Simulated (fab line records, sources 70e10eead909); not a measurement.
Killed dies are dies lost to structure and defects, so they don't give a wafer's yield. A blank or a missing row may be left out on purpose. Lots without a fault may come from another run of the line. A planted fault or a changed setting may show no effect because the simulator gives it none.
Chamber matching | flow nand_harc | NHARC_P_GATE_ETCH_32 on rie_si-02: 4 sister chambers
The step etches the open film in HBr/Cl2, target depth 150 nm, time 100.1 s. 4 wafers are shown with their chamber, then 11 later ones without.

WAFERS WITH THEIR CHAMBER
wafer  | chamber | oes_product_au (a.u.)
L079.6 | 2       | 1.006
L083.3 | 1       | 0.989
L084.6 | 0       | 1.003
L086.1 | 3       | 0.987

WAFERS WITHOUT THEIR CHAMBER
wafer  | oes_product_au (a.u.)
L086.2 | 1.005
L086.5 | 1.004
L088.2 | 1.006
L088.3 | 1.004
L088.5 | 1.001
L093.1 | 0.999
L093.4 | 0.997
L093.6 | 0.980
L097.1 | 0.987
L097.2 | 0.991
L097.5 | 0.995

WHICH CHAMBER EACH WENT THROUGH
wafer  | from the rows above               | in truth
L086.2 | can't be placed: 2 or 0           | 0
L086.5 | can't be placed: 0 or 2           | 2
L088.2 | can't be placed: 2 or 0           | 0
L088.3 | can't be placed: 0 or 2           | 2
L088.5 | can't be placed: 0 or 2           | 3
L093.1 | can't be placed: 0 or 2 or 1      | 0
L093.4 | can't be placed: 0 or 1 or 2 or 3 | 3
L093.6 | can't be placed: 3 or 1           | 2
L097.1 | can't be placed: 3 or 1           | 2
L097.2 | can't be placed: 1 or 3           | 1
L097.5 | can't be placed: 1 or 0 or 3 or 2 | 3
Placed correctly: 0 of 11. Can't be placed from these rows: 11 (the true chamber is among the candidates in 8). Placed wrongly: 0.
How it was worked out, from the rows above alone: a wafer's distance from a chamber is the root of the sum, over the readings, of the square of ((its reading less the chamber's mean) divided by the reading's scatter). The wafer belongs to the nearest chamber; if the next one is less than 2 further off, it can't be placed. A chamber's mean is the mean of its shown wafers. The scatter: with one shown wafer a chamber, the root of the mean of the squares of how far each hidden wafer lies from its nearest shown one.
